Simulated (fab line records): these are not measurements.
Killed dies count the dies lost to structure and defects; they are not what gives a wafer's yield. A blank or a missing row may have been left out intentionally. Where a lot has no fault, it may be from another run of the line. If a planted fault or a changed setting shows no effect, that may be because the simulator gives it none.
Split-lot study | flow n5 finfet | 7 lots, 21 wafers read, on a route of 1938 steps

== SPLIT DETAILS ==
At N5_BEOL_M12_TRENCH_ETCH_34 (etches SiOC in C4F8/O2/Ar, target depth 318.95 nm, time 125.5 s), the setting time s was moved away from the recipe's 125.5 s on 8 of the 21 wafers read, by -17.2% to +19.0%. The other wafers ran this setting at the recipe's value.

== THE PATH FROM SPLIT TO READING: the file shows 1 step between them ==
- N5_BEOL_M12_STRIP_70: strips in C4F8/O2/Ar

== THE READING ==
trench depth nm, in nm, at N5_BEOL_M12_OCD_MEAS_35. Fault-free wafers of this fab line usually give 316 nm, standard deviation 4.9 nm.

wafer  | tool, chamber at the split | time s as run, s | against the recipe | trench depth nm, nm | against lot-mates on the recipe
L077.2 | rie diel-01, 3,1           | 125.5            | recipe             | 321                 | -
L077.4 | rie diel-01, 3,1           | 125.5            | recipe             | 321                 | -
L077.6 | rie diel-01, 3             | 125.5            | recipe             | 325                 | -
L081.1 | rie diel-01, 3             | 125.5            | recipe             | 317                 | -
L081.2 | rie diel-01, 2             | 125.5            | recipe             | 308                 | -
L081.3 | rie diel-01, 0             | 125.5            | recipe             | 311                 | -
L087.1 | rie diel-01, 3             | 149.4            | +19.0%             | 384                 | +60
L087.3 | rie diel-01, 0             | 149.4            | +19.0%             | 375                 | +51
L087.6 | rie diel-01, 3             | 125.5            | recipe             | 324                 | -
L088.3 | rie diel-01, 2             | 125.5            | recipe             | 312                 | -
L088.4 | rie diel-01, 1             | 145              | +15.5%             | 367                 | +55
L088.5 | rie diel-01, 0             | 145              | +15.5%             | 362                 | +50
L089.2 | rie diel-01, 1             | 125.5            | recipe             | 319                 | -
L089.3 | rie diel-01, 3             | 125.5            | recipe             | 321                 | -
L089.4 | rie diel-01, 0             | 140              | +11.6%             | 350                 | +30
L094.2 | rie diel-02, 0             | 125.5            | recipe             | 315                 | -
L094.5 | rie diel-02, 0             | 125.5            | recipe             | 315                 | -
L094.6 | rie diel-02, 1             | 125.5            | recipe             | 321                 | -
L097.1 | rie diel-01, 2             | 103.9            | -17.2%             | 260                 | no lot-mate on the recipe
L097.2 | rie diel-01, 1             | 103.9            | -17.2%             | 265                 | no lot-mate on the recipe
L097.3 | rie diel-01, 3             | 103.9            | -17.2%             | 266                 | no lot-mate on the recipe
When a row names more than one chamber, that row covers several wafers, and the file does not tell which wafer ran in which chamber.

FIT RESULTS
A straight line over all 21 wafers: trench depth nm changes by +3.13 nm for each +1% of time s; r = +0.99; the points scatter about the line by 4.8 nm.
The same after taking each lot's own level away (the mean of its wafers on the recipe; 18 wafers): +3.05 nm for each +1%; r = +0.99; scatter 3.7 nm.
On that fit, the largest move of time s shifts the reading by 58 nm.
The span of the lots' own levels, 312.0 to 324.0 nm, comes to 2.4 times the standard deviation stated above.
So the lot-to-lot level changes the slope little: the two slopes agree.
Check: with one of the wafers moved furthest among these (+19.0%) left out of the fit, the line predicts +57.4 nm for it against its lot-mates. Against them it came out at +60 nm.

== FURTHER SPLITS ON THESE WAFERS ==
Before the reading, these wafers also passed through other splits. Each is held against what the fit with the lots' levels taken away leaves over:
other split on the same wafers | wafers away from the commonest value | r with trench depth nm (lot level and that fit taken away)
N5_BEOL_M9_EXPOSE_25 dose mj   | 5                                    | -0.06
N5_BEOL_M10_COAT_64 spin rpm   | 8                                    | -0.17
N5_BEOL_M11_PECVD_70 time s    | 8                                    | -0.16
N5_BEOL_M11_EXPOSE_08 dose mj  | 7                                    | +0.07

== THE WHOLE CHAIN: every reading that the file lists as answering this split, in the file's order ==
step                       | what it does                                                    | reading                                                        | change (the file's fit)              | r (the file's)
N5_BEOL_M12_TRENCH_ETCH_34 | etches SiOC in C4F8/O2/Ar, target depth 318.95 nm, time 125.5 s | etch.depth nm (the simulator's own value, which no gauge read) | +2.98 nm for each +1% of the setting | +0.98
N5_BEOL_M12_OCD_MEAS_35    |                                                                 | trench depth nm                                                | +3 nm for each +1% of the setting    | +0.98

== THE FILE'S OWN FIT ==
trench depth nm changes by +3 nm for each +1% of time s, r = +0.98.
